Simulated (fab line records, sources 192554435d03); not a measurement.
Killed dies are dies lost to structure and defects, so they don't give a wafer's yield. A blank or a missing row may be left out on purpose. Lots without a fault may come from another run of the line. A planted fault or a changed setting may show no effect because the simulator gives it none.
A struck lot beside a sound one | flow n5_finfet | 14 steps out of a route of 1938
Sound: wafers L814.1, L814.3, L814.5. Struck: wafers L811.3, L811.4, L811.6. The cause comes at the end.
At each step with rows: each side's tool, then ch and its chambers, then its first start. Under that, the readings that differ: sound wafers | struck wafers | difference of the means | sigmas: that difference in standard deviations of wafers without a fault.
alike: readings whose means differ by less than 2 such deviations, and words and numbers that are the same on both sides. not compared: withheld readings, readings that some wafer has no value for, bounds like >300 that may hide the same value, and numbers for which the record gives no deviation and whose values overlap.
The two part at a step that has a row with sigmas, a row that says differs or no value, or rows on one side only. Numbers that don't overlap but have no deviation are shown without sigmas and don't part them. A reading that every wafer of one side lacks parts them only if that side has two wafers or more.

first, 10 steps without rows for these wafers: N5_FIN_SAQP_DESCUM_21 (chemistry O2, time 7.9 s); N5_FIN_SAQP_ETCH_51 (etches SiARC in CF4, target depth 45.5 nm, time 75.8 s); N5_FIN_SAQP_ETCH_52 (etches SOC in N2/H2, target depth 100 nm, overetch 20 nm, time 150 s); N5_FIN_SAQP_STRIP_53 (strips in N2/H2); N5_FIN_SAQP_HM_OPEN_73 (chemistry CHF3/O2, target SiO2, stops on a-Si, target depth 12 nm, time 16.8 s); N5_FIN_SAQP_STRIP_74 (strips in CHF3/O2); N5_FIN_SAQP_MANDREL_ETCH_22 (etches a-Si in HBr/Cl2, stops on SiNx, target depth 60 nm, bt time 10 s, time 30 s); N5_FIN_SAQP_STRIP_55 (strips in N2/H2); N5_FIN_SAQP_STRIP_23 (strips in SPM, time 750 s); N5_FIN_SAQP_SRD_66 (time 30 s).
N5_FIN_SAQP_RECESS_75: chemistry HF/NH3, target SiO2, target depth 14.4 nm, afs cycles 3, sublimation time 60 s.
  sound on vapor_etch-02 ch 0,1, day 5 23:35; struck on vapor_etch-02 ch 0,1, day 5 05:33
  no value came back on the struck wafers for afs_cycles, drypump_motor_current_A (A), foreline_p_Torr (Torr); on the sound wafers afs_cycles reads 3 3 3
  reading                                      | sound | struck           | difference | sigmas
  model.SiO2_of_FIN_SAQP_HM_DEP_72.thk_nm (nm) | 0 0 0 | 11.67 12.1 11.83 | +11.87     |
then, 1 step without rows for these wafers: N5_FIN_SAQP_SPACER1_ALD_24 (deposits SiO2, target thk 20.3 nm, pulse time 1 s, purge time 2 s).
N5_BEOL_M4_RC_MEAS_101:
  the record has rows for the sound wafers here (prober-01 ch 0, day 14 03:51) and none for the struck ones
-- the record jumps here: 13 days lie between the struck wafers' starts before and after (it left off in module BEOL_M4 and takes up again in module PASSIVATION, whose first step shown is number 1936 of the route) --
N5_PASSIVATION_PROBE_49:
  the record has rows for the struck wafers here (prober-02, day 18 06:44) and none for the sound ones

WHERE THEY PART
First at N5_FIN_SAQP_RECESS_75; last, within this record, at N5_PASSIVATION_PROBE_49.

WHY: what the simulator had put in
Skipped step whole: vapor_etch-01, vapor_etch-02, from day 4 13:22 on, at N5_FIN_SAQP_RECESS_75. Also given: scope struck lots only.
